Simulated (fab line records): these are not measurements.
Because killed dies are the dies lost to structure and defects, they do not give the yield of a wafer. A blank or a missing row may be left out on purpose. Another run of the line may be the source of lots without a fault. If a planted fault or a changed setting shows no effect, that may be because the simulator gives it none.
A struck lot beside a sound one -- flow n5_finfet -- 21 steps out of a route of 1938
Sound: wafers L358.1, L358.3, L358.6. Struck: wafers L347.1, L347.4, L347.5. At the end, the cause is stated.
At each step with rows: each side's tool, then ch and its chambers, then its first start. Under that, the readings that differ: sound wafers -- struck wafers -- difference of the means -- sigmas: that difference in standard deviations of wafers without a fault.
alike: readings with means less than 2 such deviations apart, plus words and numbers identical on both sides. not compared: withheld readings, readings lacking a value on some wafer, bounds such as >300 that could conceal the same value, and numbers that have no deviation in the record and whose values overlap.
A row with sigmas, a row that says differs or no value, or rows on one side alone: a step with any of these is where the two part. Numbers that have no deviation but don't overlap get no sigmas and don't part them. Lack of a reading on every wafer of one side parts them only where that side has two or more wafers.

first, 10 steps without rows for these wafers: N5_MOL_CONTACT_COAG_DESCUM_45 (chemistry O2, time 7 s); N5_MOL_CONTACT_COAG_ETCH_65 (etches underlayer in N2/H2, target depth 13 nm, time 10.4 s); N5_MOL_CONTACT_COAG_ETCH_66 (etches SiARC in CF4, target depth 13 nm, time 21.7 s); N5_MOL_CONTACT_COAG_ALD_133 (deposits SiO2, target thk 5 nm, pulse time 1 s, co reactant pulse time 1 s); N5_MOL_CONTACT_COAG_ETCHBACK_134 (etches SiO2 in CHF3, target depth 10 nm, time 6.7 s); N5_MOL_CONTACT_COAG_ETCH_67 (etches SOC in N2/H2, target depth 60 nm, overetch 21 nm, time 101.2 s); N5_MOL_CONTACT_COAG_STRIP_68 (strips in N2/H2); N5_MOL_CONTACT_COAG_STRIP_69 (strips in N2/H2); N5_MOL_CONTACT_COAG_ETCHBACK_136 (etches SiO2 in CHF3, target depth 25 nm, time 16.7 s); N5_MOL_CONTACT_COAG_STRIP_120 (strips in CHF3).
N5_MOL_CONTACT_COAG_VIA_ETCH_117: etches SiO2 in C4F6/O2, target depth 40 nm, overetch 8 nm, time 26 s.
  sound on rie_diel-03 ch 0,1,2, day 11 02:15; struck on rie_diel-05 ch 2,3, day 8 10:48
  no value came back on the struck wafers for any of 7 readings (C4F6_flow_sccm (sccm), O2_flow_sccm (sccm) and others); on the sound wafers C4F6_flow_sccm (sccm) reads 10.00 10.04 10.00
reading,sound,struck,difference,sigmas
model.MOL_CONTACT_COAG.feature_depth_nm (nm),39.8 40.4 40.2,18.6 18.6 18.6,-21.5,
model.SOC_of_MOL_CONTACT_COAG_COAT_62.thk_nm (nm),51.6 52 51.6,57.2 57.2 57,+5.4,
  not compared: rf_hours_counter_h
N5_MOL_CONTACT_COAG_ETCH_124: etches SiNx in CH3F/O2, stops on SiOC, target depth 6.5 nm.
  sound on rie_diel-03 ch 0,1,2, day 11 02:17; struck on rie_diel-05 ch 2,3, day 8 10:50
reading,sound,struck,difference,sigmas
oes_product_au (a.u.),0.71 0.63 0.62,0.27 0.26 0.25,-0.39,-6
  alike: CH3F_flow_sccm, O2_flow_sccm, drypump_motor_current_A, rf_vpp_V, showerhead_plenum_p_Torr, throttle_valve_pct
  not compared: rf_hours_counter_h
N5_MOL_CONTACT_COAG_ETCH_48: etches SiOC in C4F6/O2, target depth 15 nm, overetch 4.5 nm, time 17 s.
  sound on rie_diel-03 ch 0,1,2, day 11 02:19; struck on rie_diel-05 ch 2,3, day 8 10:52
reading,sound,struck,difference,sigmas
O2_flow_sccm (sccm),10.00 9.98 10.10,9.97 9.94 9.94,-0.08,-2
oes_product_au (a.u.),0.66 0.62 0.62,0.27 0.25 0.25,-0.38,-6
model.SOC_of_MOL_CONTACT_COAG_COAT_62.thk_nm (nm),46 46.6 46,51.6 51.6 51.4,+5.3,
  alike: C4F6_flow_sccm, drypump_motor_current_A, rf_vpp_V, showerhead_plenum_p_Torr, throttle_valve_pct
  not compared: rf_hours_counter_h
then, 4 steps without rows for these wafers: N5_MOL_CONTACT_COAG_STRIP_72 (strips in N2/H2); N5_MOL_CONTACT_COAG_STRIP_49 (strips in N2/H2, time 30 s); N5_MOL_CONTACT_COAG_PRECLEAN_138 (cleans in alkaline clean, time 60 s); N5_MOL_CONTACT_COAG_SRD_139 (time 30 s).
N5_MOL_CONTACT_COAG_CD_MEAS_101: target cd 16 nm.
  sound on cd_sem-02 at day 11 02:37; struck on cd_sem-01 at day 8 11:09
reading,sound,struck,difference,sigmas
cd_nm (nm),16.0 16.0 15.8,- - -,no value on the struck wafers,
next, for these wafers, 1 step has no rows: N5_MOL_CONTACT_COAG_PRE_CLEAN_121.
N5_BEOL_M4_RC_MEAS_101:
  the record has rows for the sound wafers here (prober-01 ch 0, day 13 21:56) and none for the struck ones
-- a jump in the record: the struck wafers' starts before and after are 7 days apart (it breaks off in module BEOL_M4 and resumes in module PASSIVATION, where the first step shown is number 1936 of the route) --
N5_PASSIVATION_PROBE_49:
  only the struck wafers here have rows in the record (prober-01, day 15 11:38); the sound ones have none

== WHERE THEY PART ==
First at N5_MOL_CONTACT_COAG_VIA_ETCH_117; last, within this record, at N5_PASSIVATION_PROBE_49.

WHY: what the simulator had put in
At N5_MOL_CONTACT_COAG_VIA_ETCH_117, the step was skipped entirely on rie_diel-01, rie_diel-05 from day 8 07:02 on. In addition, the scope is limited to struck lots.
